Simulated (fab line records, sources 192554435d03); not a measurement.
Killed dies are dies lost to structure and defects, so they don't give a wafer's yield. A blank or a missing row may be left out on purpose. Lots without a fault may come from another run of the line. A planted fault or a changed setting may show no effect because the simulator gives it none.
A struck lot beside a sound one | flow n5_finfet | 17 steps out of a route of 1938
Sound: wafers L429.1, L429.3, L429.4. Struck: wafer L441.5. (L441.2, L441.6 of the same lot were not struck and are left out.) The cause comes at the end.
At each step with rows: each side's tool, then ch and its chambers, then its first start. Under that, the readings that differ: sound wafers | struck wafers | difference of the means | sigmas: that difference in standard deviations of wafers without a fault.
alike: readings whose means differ by less than 2 such deviations, and words and numbers that are the same on both sides. not compared: withheld readings, readings that some wafer has no value for, bounds like >300 that may hide the same value, and numbers for which the record gives no deviation and whose values overlap.
The two part at a step that has a row with sigmas, a row that says differs or no value, or rows on one side only. Numbers that don't overlap but have no deviation are shown without sigmas and don't part them. A reading that every wafer of one side lacks parts them only if that side has two wafers or more.

N5_BEOL_M3_ANNEAL_82: time 240 s.
  sound on pvd_sputter-01, day 9 08:24; struck on pvd_sputter-03, day 12 17:24
  alike: heater_power_w, susceptor_temp_C
then, 1 step without rows for these wafers: N5_BEOL_M3_SPUTTER_86 (material Cu, target thk 4.5 nm, time 8.29 s).
N5_BEOL_M3_ANNEAL_87: time 240 s.
  sound on pvd_sputter-01, day 9 08:37; struck on pvd_sputter-03, day 12 17:37
  alike: heater_power_w, susceptor_temp_C
N5_BEOL_M3_SPUTTER_88: material Cu, target thk 4.5 nm, time 8.29 s.
  sound on pvd_sputter-01, day 9 08:46; struck on pvd_sputter-03, day 12 17:46
  alike: chuck_sensor_temp_C, susceptor_temp_C, throttle_valve_pct
then, 1 step without rows for these wafers: N5_BEOL_M3_ANNEAL_89 (time 240 s).
N5_BEOL_M3_SPUTTER_90: material Cu, target thk 4.5 nm, time 8.29 s.
  sound on pvd_sputter-01, day 9 08:59; struck on pvd_sputter-03, day 12 17:59
  alike: chuck_sensor_temp_C, susceptor_temp_C, throttle_valve_pct
then, 6 steps without rows for these wafers: N5_BEOL_M3_ANNEAL_91 (time 240 s); N5_BEOL_M3_SPUTTER_92 (material Cu, target thk 4.5 nm, time 8.29 s); N5_BEOL_M3_ANNEAL_93 (time 240 s); N5_BEOL_M3_SPUTTER_94 (material Cu, target thk 4.5 nm, time 8.29 s); N5_BEOL_M3_ANNEAL_95 (time 240 s); N5_BEOL_M3_SPUTTER_96 (material Cu, target thk 4.5 nm, time 8.29 s).
N5_BEOL_M3_ECD_50: material Cu, target thk 300 nm.
  sound on ecd_cu-02 ch 0,1, day 9 09:46; struck on ecd_cu-01 ch 0, day 12 18:46
  reading                                | sound           | struck | difference | sigmas
  model.Cu_of_BEOL_M3_ECD_50.thk_nm (nm) | 298.6 298.8 300 | 406.8  | +107.7     |
N5_BEOL_M3_ANNEAL_51: time 90 s.
  sound on rtp_anneal-02 ch 0, day 9 09:54; struck on rtp_anneal-01 ch 0, day 12 18:53
  reading          | sound             | struck | difference | sigmas
  wafer_temp_C_max | 226.5 226.5 226.4 | 225.6  | -0.9       | -2
N5_BEOL_M3_CMP_52: polishes, stops on SiOC, t overpolish 6.8 s, target thk 40 nm.
  sound on cmp-03 ch 0,1,2, day 9 10:12; struck on cmp-04 ch 1, day 12 19:10
  reading                | sound          | struck | difference | sigmas
  time_to_endpoint_s (s) | 60.1 60.9 61.7 | 85.8   | +24.9      | +10
  alike: motor_current_A
N5_BEOL_M3_THK_MEAS_53: measures by xrf.
  sound on film_metro-01, day 9 10:29; struck on film_metro-02, day 12 19:26
  alike: M3_THK
N5_BEOL_M4_RC_MEAS_101:
  sound on prober-02 ch 0, day 9 21:11; struck on prober-01 ch 0, day 13 18:43
  reading       | sound          | struck | difference | sigmas
  SS_P (mV/dec) | 73.0 72.9 73.7 | 71.6   | -1.6       | -3
  alike: DIBL_N, DIBL_P, IOFF_N, IOFF_P, ION_N, ION_P, SS_N, VT_N, VT_P

WHERE THEY PART
First at N5_BEOL_M3_ANNEAL_51; last, within this record, at N5_BEOL_M4_RC_MEAS_101.

WHY: what the simulator had put in
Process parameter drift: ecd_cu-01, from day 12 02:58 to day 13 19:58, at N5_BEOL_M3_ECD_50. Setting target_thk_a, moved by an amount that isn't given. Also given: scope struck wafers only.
